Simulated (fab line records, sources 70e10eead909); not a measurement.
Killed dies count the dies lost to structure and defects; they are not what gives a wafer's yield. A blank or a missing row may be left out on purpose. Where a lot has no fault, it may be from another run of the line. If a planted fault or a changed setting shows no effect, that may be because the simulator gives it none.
fab line records -- flow nand-harc
[record] lots = 6, wafers = 17, last-day = 24
route steps=1159 shown A_CONTACT@934
lots untouched by any fault: they come from a run of this same line in which no faults occurred
start-h: the number of hours between the record's first day and the start of the first shown wafer of the lot -- wait-h: hours from the lot's prior step to this one -- " the same as in the row above -- L1.1+2: one row covering several wafers at once -- - either no value or no given start -- * or withheld: withheld -- < > ~ a bound
route shown NAME@n: a module of which the file shows steps, and the number in the route of the first -- usual: mean/standard deviation of fault-free wafers -- same: alike in all rows -- chamber/n: place in a boat -- sites: readings site by site -- _std_site: the values' standard deviation -- _edge_site: inner sites' mean taken away from outer sites' mean -- radius-mm: for every site, how far away it sits from the centre of the wafer -- mask NAME#n: copy n -- behind: the tool/chamber that last shaped the wafer -- hold: cause of the lot's hold/its duration in hours/its outcome -- device: transistor that didn't switch, given as n, p or np -- end of line: tests of these same wafers at the route's end -- a step given without rows: its recipe and nothing more -- killed: dies lost to structure and defects at the first sort, not the wafer's yield -- map: a wafer's dies, x killed, . not, _ none there
set.NAME: the setting as run; set.NAME@STEP: as run at that earlier step -- model.NAME: the simulator's own value behind a step, which no gauge read
certain route steps with their lots: each step a table, each wafer a row
services: the hour from which a tool's chamber was out of use, counted from the record's first day as start-h (under 0 if before that day), plus the number of hours and why
[[steps]]
[step NHARC_A_CONTACT_DEVELOP_07]
[recipe] develop-time-s = 35, dev-temp-c = 23
[step NHARC_A_CONTACT_CD_MEAS_08]
[recipe] target-cd-nm = 100, landing-energy-ev = 500
[usual] cd-nm = 100.0/0.61
lot.wafer,tool,chamber,start-h,wait-h,cd-nm
L582.2,cd-sem-02,0,401.31,-,99.7
L582.5,cd-sem-02,0,401.31,-,98.3
L582.6,cd-sem-02,0,401.31,-,99.4
L591.2,cd-sem-01,0,437.74,-,100.3
L591.5,cd-sem-01,0,437.74,-,100.2
L591.6,cd-sem-01,0,437.74,-,99.8
L593.2,cd-sem-03,0,469.44,-,99.8
L593.4,cd-sem-03,0,469.44,-,99.9
L593.5,cd-sem-03,0,469.44,-,98.9
L595.3,cd-sem-01,0,476.47,-,99.8
L595.5,cd-sem-01,0,476.47,-,100.0
L597.1,cd-sem-02,0,479.30,-,99.9
L597.2,cd-sem-02,0,479.30,-,100.8
L597.4,cd-sem-02,0,479.30,-,100.6
L604.1,cd-sem-02,0,511.09,-,100.3
L604.3,cd-sem-02,0,511.09,-,99.8
L604.5,cd-sem-02,0,511.09,-,100.4
[step NHARC_A_CONTACT_OVL_MEAS_09]
[usual] overlay-x-nm = -0.3/0.91, overlay-y-nm = -0.1/0.81
lot.wafer,tool,chamber,start-h,wait-h,overlay-x-nm,overlay-y-nm
L582.2,overlay-01,-,401.40,-,1.7,1.7
L582.5,overlay-01,-,401.40,-,1.5,2.0
L582.6,overlay-01,-,401.40,-,1.5,1.9
L591.2,overlay-02,-,437.83,-,-1.2,0.2
L591.5,overlay-02,-,437.83,-,-1.1,0.1
L591.6,overlay-02,-,437.83,-,-1.2,0.4
L593.2,overlay-01,-,469.53,-,-1.5,0.4
L593.4,overlay-01,-,469.53,-,-1.6,0.3
L593.5,overlay-01,-,469.53,-,-1.5,0.3
L595.3,overlay-02,-,476.56,-,0.2,-0.7
L595.5,overlay-02,-,476.56,-,-0.3,-0.4
L597.1,overlay-01,-,479.39,-,-1.3,0.7
L597.2,overlay-01,-,479.39,-,-1.1,1.4
L597.4,overlay-01,-,479.39,-,-1.3,1.2
L604.1,overlay-01,-,511.18,-,-1.4,1.0
L604.3,overlay-01,-,511.18,-,-0.8,0.6
L604.5,overlay-01,-,511.18,-,-0.9,0.8
[step NHARC_A_CONTACT_INSPECT_10]
[usual] raw-defect-count = 29/13
lot.wafer,tool,chamber,start-h,wait-h,raw-defect-count
L582.2,defect-inspect-02,-,401.43,0.0,34
L582.5,defect-inspect-02,-,401.43,0.0,33
L582.6,defect-inspect-02,-,401.43,0.0,35
L591.2,defect-inspect-02,-,437.86,0.0,33
L591.5,defect-inspect-02,-,437.86,0.0,17
L591.6,defect-inspect-02,-,437.86,0.0,25
L593.2,defect-inspect-01,-,469.56,0.0,28
L593.4,defect-inspect-01,-,469.56,0.0,27
L593.5,defect-inspect-01,-,469.56,0.0,23
L595.3,defect-inspect-02,-,476.59,0.0,13
L595.5,defect-inspect-02,-,476.59,0.0,11
L597.1,defect-inspect-02,-,479.43,0.0,30
L597.2,defect-inspect-02,-,479.43,0.0,35
L597.4,defect-inspect-02,-,479.43,0.0,31
L604.1,defect-inspect-01,-,511.23,0.1,25
L604.3,defect-inspect-01,-,511.23,0.1,29
L604.5,defect-inspect-01,-,511.23,0.1,30
[step NHARC_A_CONTACT_DESCUM_13]
[recipe] time-s = 3, o2-flow-sccm = 200, ar-flow-sccm = 0, bias-power-w = 0, chemistry = O2
[usual] drypump-motor-current-A = 5.87/0.26, o2-flow-sccm = 200.0/0.61, oes-product-au = 1.002/0.0095, rf-vpp-V = 57.6/0.91, showerhead-plenum-p-Torr = 1.90/0.1, throttle-valve-pct = 11.310/0.0089
lot.wafer,tool,chamber,start-h,wait-h,drypump-motor-current-A,o2-flow-sccm,oes-product-au,rf-hours-counter-h,rf-vpp-V,showerhead-plenum-p-Torr,throttle-valve-pct
L582.2,rie-diel-01,3,401.53,0.1,5.21,200.5,1.009,28,58.0,1.77,11.302
L582.5,rie-diel-01,3,401.53,0.1,5.23,199.7,1.012,-,55.4,1.77,11.327
L582.6,rie-diel-01,0,401.53,0.1,6.05,199.9,0.998,-,57.7,1.95,11.301
L591.2,rie-diel-07,0,437.95,0.1,5.92,200.0,1.009,5,57.7,1.94,11.306
L591.5,rie-diel-07,1,437.95,0.1,5.66,200.2,1.001,-,60.0,2.04,11.308
L591.6,rie-diel-07,2,437.95,0.1,5.96,199.5,1.006,-,56.3,1.81,11.300
L593.2,rie-diel-01,0,469.63,0.1,6.08,200.2,1.004,54,57.7,1.94,11.309
L593.4,rie-diel-01,1,469.63,0.1,5.82,200.2,1.008,57,57.9,1.83,11.305
L593.5,rie-diel-01,0,469.63,0.1,6.05,199.2,0.995,-,57.3,1.94,11.305
L595.3,rie-diel-07,2,476.69,0.1,5.92,199.6,1.011,13,58.3,1.81,11.312
L595.5,rie-diel-07,0,476.69,0.1,5.92,200.1,1.009,-,57.5,1.94,11.325
L597.4,rie-diel-07,1,479.49,0.1,5.67,200.1,1.005,11,58.2,2.04,11.306
L597.2,rie-diel-07,2,479.49,0.1,5.91,200.2,1.016,15,56.5,1.81,11.310
L597.1,rie-diel-07,0,479.49,0.1,5.97,199.7,1.006,12,58.4,1.94,11.319
L604.3,rie-diel-07,1,511.29,0.1,5.64,201.4,1.011,17,58.8,2.04,11.317
L604.1,rie-diel-07,2,511.29,0.1,5.95,200.6,1.013,21,58.1,1.81,11.299
L604.5,rie-diel-07,2,511.29,0.1,5.94,199.9,1.017,-,56.3,1.81,11.306
[step NHARC_A_CONTACT_ETCH_88]
[recipe] target-depth-a = 390, over-etch-frac = 0.3, time-s = 65, ion-energy-ev = 80, cf4-flow-sccm = 150, ar-flow-sccm = 0, rf-w = 300, bias-w = 100, chemistry = CF4
[usual] drypump-motor-current-A = 5.85/0.26, oes-product-au = 1.000/0.0091, rf-vpp-V = 150.9/1.3, run-length-s = 86.5/0.49, showerhead-plenum-p-Torr = 1.75/0.084, throttle-valve-pct = 13.284/0.0097
lot.wafer,tool,chamber,start-h,wait-h,drypump-motor-current-A,oes-product-au,rf-hours-counter-h,rf-vpp-V,run-length-s,showerhead-plenum-p-Torr,throttle-valve-pct
L582.2,rie-diel-01,3,401.69,0.1,5.21,1.000,28,150.5,85.7,1.64,13.290
L582.6,rie-diel-01,3,401.69,0.1,5.22,0.995,-,150.0,85.9,1.64,13.291
L582.5,rie-diel-01,0,401.69,0.1,6.05,0.986,-,150.5,85.4,1.80,13.290
L591.2,rie-diel-07,2,438.06,0.1,5.92,1.007,5,150.0,86.3,1.68,13.281
L591.6,rie-diel-07,2,438.06,0.1,5.94,1.007,-,150.7,86.4,1.68,13.290
L591.5,rie-diel-07,3,438.06,0.1,5.71,0.993,-,151.3,86.5,1.68,13.278
L593.4,rie-diel-01,3,469.71,0.1,5.25,0.995,52,150.3,85.6,1.64,13.282
L593.2,rie-diel-01,0,469.71,0.1,6.08,0.997,54,151.5,85.6,1.80,13.290
L593.5,rie-diel-01,3,469.71,0.1,5.24,1.014,-,147.3,85.7,1.64,13.286
L595.3,rie-diel-07,2,476.76,0.1,5.91,1.018,13,150.6,86.6,1.68,13.284
L595.5,rie-diel-07,2,476.76,0.1,5.95,1.009,-,149.9,86.9,1.68,13.283
L597.2,rie-diel-07,1,479.57,0.1,5.63,1.015,11,152.7,86.7,1.88,13.267
L597.4,rie-diel-07,2,479.57,0.1,5.93,1.015,15,148.9,86.5,1.68,13.293
L597.1,rie-diel-07,3,479.57,0.1,5.72,1.002,13,148.7,86.6,1.68,13.284
L604.1,rie-diel-07,2,511.39,0.1,5.93,1.019,21,149.4,86.3,1.68,13.284
L604.3,rie-diel-07,3,511.39,0.1,5.72,1.010,17,150.9,86.5,1.68,13.289
L604.5,rie-diel-07,1,511.39,0.1,5.66,1.018,-,150.5,86.6,1.88,13.274
[step NHARC_A_CONTACT_ETCH_89]
[recipe] target-depth-a = 2600, over-etch-frac = 0.3, time-s = 475.3, ion-energy-ev = 200, n2-flow-sccm = 150, h2-flow-sccm = 150, ar-flow-sccm = 0, rf-w = 400, bias-w = 150, chemistry = N2/H2
[step NHARC_A_CONTACT_ETCH_30]
[recipe] target-depth-a = 605, time-s = 30.2, cf4-flow-sccm = 100, chf3-flow-sccm = 30, ar-flow-sccm = 0, rf-w = 500, bias-w = 200, chemistry = CF4/CHF3
[step NHARC_A_CONTACT_ETCH_31]
[recipe] target-depth-a = 20000, over-etch-frac = 0.3, time-s = 520, ion-energy-ev = 150, o2-flow-sccm = 400, cos-flow-sccm = 20, ar-flow-sccm = 0, rf-w = 500, bias-w = 300, chemistry = O2/COS
[usual] drypump-motor-current-A = 5.87/0.24, o2-flow-sccm = 400.0/1.2, oes-product-au = 1.001/0.0082, rf-vpp-V = 313.8/2.4, run-length-s = 541.5/0.48, showerhead-plenum-p-Torr = 3.10/0.15, throttle-valve-pct = 28.329/0.0095
lot.wafer,tool,chamber,start-h,wait-h,drypump-motor-current-A,o2-flow-sccm,oes-product-au,rf-hours-counter-h,rf-vpp-V,run-length-s,showerhead-plenum-p-Torr,throttle-valve-pct
L582.2,rie-diel-07,1,402.58,-,5.66,397.9,1.007,33,317.0,541.7,3.32,28.330
L582.6,rie-diel-07,0,402.58,-,5.97,401.0,1.014,-,315.6,542.3,3.16,28.317
L582.5,rie-diel-07,1,402.58,-,5.66,399.3,1.000,-,316.8,541.8,3.32,28.337
L591.2,rie-diel-07,0,-,-,5.93,397.4,1.008,5,313.8,542.0,3.16,28.316
L591.5,rie-diel-07,2,-,-,5.95,398.8,1.006,-,312.2,541.5,2.97,28.327
L591.6,rie-diel-07,3,-,-,5.75,400.9,0.989,-,313.6,541.3,2.97,28.337
L593.4,rie-diel-01,0,-,-,6.06,400.0,0.986,55,314.7,540.3,3.17,28.323
L593.2,rie-diel-01,3,-,-,5.25,399.8,0.997,52,310.7,540.9,2.89,28.325
L593.5,rie-diel-01,1,-,-,5.85,402.2,1.006,-,312.8,541.3,3.00,28.306
L595.3,rie-diel-07,3,-,-,5.69,397.9,0.991,12,312.0,541.3,2.96,28.340
L595.5,rie-diel-07,2,-,-,6.00,400.1,1.005,-,310.7,541.7,2.96,28.338
L597.4,rie-diel-07,0,-,-,5.94,397.8,1.001,13,314.1,542.1,3.16,28.323
L597.1,rie-diel-07,2,-,-,5.94,400.8,1.009,15,311.3,541.5,2.96,28.332
L597.2,rie-diel-07,3,-,-,5.72,397.5,0.997,13,311.9,541.5,2.96,28.339
L604.3,rie-diel-07,2,-,-,5.96,400.1,1.005,21,312.0,541.5,2.96,28.337
L604.1,rie-diel-07,3,-,-,5.72,399.4,0.994,17,311.7,541.4,2.96,28.336
L604.5,rie-diel-07,3,-,-,5.70,397.2,0.997,-,310.9,541.6,2.96,28.319
[step NHARC_A_CONTACT_ETCH_134]
[recipe] source-w = withheld, pressure-mtorr = 20, bias-v = withheld, time-s = 140, target-depth-a = 7000, ar-flow-sccm = withheld, c4f8-flow-sccm = withheld, o2-flow-sccm = withheld, chemistry = C4F8/O2/Ar
[usual] run-length-s = 141.5/0.57
lot.wafer,tool,chamber,start-h,wait-h,rf-hours-counter-h,run-length-s
L582.2,har-cap-etch-02,1,402.94,-,16,140.7
L582.5,har-cap-etch-02,1,402.94,-,-,140.6
L582.6,har-cap-etch-02,0,402.94,-,-,142.1
L591.2,har-cap-etch-03,1,439.47,-,94,141.3
L591.6,har-cap-etch-03,0,439.47,-,-,140.7
L591.5,har-cap-etch-03,1,439.47,-,-,142.1
L593.2,har-cap-etch-03,1,470.69,-,100,141.6
L593.4,har-cap-etch-03,1,470.69,-,-,141.3
L593.5,har-cap-etch-03,1,470.69,-,-,141.5
L595.3,har-cap-etch-03,0,477.91,-,-,140.9
L595.5,har-cap-etch-03,1,477.91,-,-,141.4
L597.1,har-cap-etch-01,0,480.55,-,77,141.8
L597.2,har-cap-etch-01,1,480.55,-,77,141.9
L597.4,har-cap-etch-01,0,480.55,-,-,142.1
L604.1,har-cap-etch-01,0,512.50,-,82,141.8
L604.3,har-cap-etch-01,1,512.50,-,-,141.7
L604.5,har-cap-etch-01,1,512.50,-,-,141.8
[step NHARC_A_CONTACT_ETCH_135]
[recipe] source-w = withheld, pressure-mtorr = 20, bias-v = 3000, time-s = 132, target-depth-a = 12870, ar-flow-sccm = withheld, c4f8-flow-sccm = withheld, o2-flow-sccm = withheld, chemistry = C4F8/O2/Ar
[step NHARC_A_CONTACT_ETCH_136]
[recipe] source-w = withheld, pressure-mtorr = 20, bias-v = 3000, time-s = 132, target-depth-a = 12870, ar-flow-sccm = withheld, c4f8-flow-sccm = withheld, o2-flow-sccm = withheld, chemistry = C4F8/O2/Ar
[usual] run-length-s = 132/0
lot.wafer,tool,chamber,start-h,wait-h,rf-hours-counter-h,run-length-s
L582.2,har-cap-etch-02,1,403.37,0.1,16,132
L582.5,har-cap-etch-02,1,403.37,0.1,-,132
L582.6,har-cap-etch-02,0,403.37,0.1,-,132
L591.2,har-cap-etch-03,1,439.78,0.1,95,132
L591.6,har-cap-etch-03,0,439.78,0.1,-,132
L591.5,har-cap-etch-03,1,439.78,0.1,-,132
L593.2,har-cap-etch-03,1,471.01,0.1,100,132
L593.4,har-cap-etch-03,1,471.01,0.1,-,132
L593.5,har-cap-etch-03,1,471.01,0.1,-,132
L595.3,har-cap-etch-03,0,478.21,0.1,-,132
L595.5,har-cap-etch-03,1,478.21,0.1,-,132
L597.1,har-cap-etch-01,0,480.87,0.1,77,132
L597.2,har-cap-etch-01,1,480.87,0.1,77,132
L597.4,har-cap-etch-01,0,480.87,0.1,-,132
L604.1,har-cap-etch-01,0,512.81,0.1,82,132
L604.3,har-cap-etch-01,1,512.81,0.1,-,132
L604.5,har-cap-etch-01,1,512.81,0.1,-,132
[step NHARC_A_CONTACT_ETCH_137]
[recipe] source-w = withheld, pressure-mtorr = 20, bias-v = 3000, time-s = 132, target-depth-a = 12870, ar-flow-sccm = withheld, c4f8-flow-sccm = withheld, o2-flow-sccm = withheld, chemistry = C4F8/O2/Ar
[usual] run-length-s = 132/0
lot.wafer,tool,chamber,start-h,wait-h,rf-hours-counter-h,run-length-s
L582.2,har-cap-etch-02,1,403.53,0.1,16,132
L582.5,har-cap-etch-02,1,403.53,0.1,-,132
L582.6,har-cap-etch-02,0,403.53,0.1,-,132
L591.2,har-cap-etch-03,1,439.90,0.1,95,132
L591.6,har-cap-etch-03,0,439.90,0.1,-,132
L591.5,har-cap-etch-03,1,439.90,0.1,-,132
L593.2,har-cap-etch-03,1,471.14,0.1,100,132
L593.4,har-cap-etch-03,1,471.14,0.1,-,132
L593.5,har-cap-etch-03,1,471.14,0.1,-,171.69
L595.3,har-cap-etch-03,0,478.34,0.1,-,132
L595.5,har-cap-etch-03,1,478.34,0.1,-,171.69
L597.1,har-cap-etch-01,0,480.99,0.1,77,132
L597.2,har-cap-etch-01,1,480.99,0.1,77,132
L597.4,har-cap-etch-01,0,480.99,0.1,-,132
L604.1,har-cap-etch-01,0,512.93,0.1,82,132
L604.3,har-cap-etch-01,1,512.93,0.1,-,132
L604.5,har-cap-etch-01,1,512.93,0.1,-,132
[step NHARC_A_CONTACT_ETCH_138]
[recipe] source-w = withheld, pressure-mtorr = 20, bias-v = 3000, time-s = 132, target-depth-a = 12890, ar-flow-sccm = withheld, c4f8-flow-sccm = withheld, o2-flow-sccm = withheld, chemistry = C4F8/O2/Ar
[[services]]
tool,chamber,start-h,hours,kind
rie-diel-07,0,384.57,-,clean
rie-diel-07,1,384.57,-,clean
rie-diel-07,2,384.57,-,clean
rie-diel-07,3,384.57,-,clean
rie-diel-01,1,390.82,1.7,repair
rie-diel-07,3,403.93,-,consumable-replace:focus-ring
rie-diel-07,3,403.93,9.0,scheduled-down
rie-diel-07,3,403.93,9.0,vent-cycle
rie-diel-07,-,405.54,9.0,pm
rie-diel-07,0,405.54,9.0,vent-cycle
rie-diel-07,1,405.54,9.0,vent-cycle
rie-diel-07,2,405.54,9.0,vent-cycle
rie-diel-07,0,414.54,-,clean
rie-diel-07,1,414.54,-,clean
rie-diel-07,2,414.54,-,clean
rie-diel-07,3,414.54,-,clean
rie-diel-07,0,439.04,-,clean
rie-diel-07,1,443.78,15.8,repair
rie-diel-07,3,455.74,8.6,repair
rie-diel-07,0,460.08,4.2,repair
rie-diel-01,0,480.72,6.3,repair
rie-diel-01,-,491.87,9.0,pm
rie-diel-07,0,496.93,32.6,repair
har-cap-etch-01,-,504.48,0.3,repair
[[key]]
[first-sign] step = NHARC_A_CONTACT_ETCH_137, reading = run-length-s, direction = up, sigmas = 99+, usual = *, struck = *
effect none on later readings
met-at NHARC_A_CONTACT_ETCH_137
struck-wafers L593.5,L595.5
tester-left-out L593,L595
onset-between 439.90 471.14
[fault] kind = process-parameter-drift, tool = har-cap-etch-03, chamber = -, onset-h = 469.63, steps = NHARC_A_CONTACT_ETCH_137, channel = time-s, offset = *, shape = step, end-h = 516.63, scope = struck-wafers-only, acts-in = *, stated = *
// tester-left-out: of these lots the tester's yield and bins aren't shown, on N5 and GAA mostly nor the transistor test; their killed dies are dies lost to structure and defects alone, not to doping, threshold or leakage, so they don't give the yield
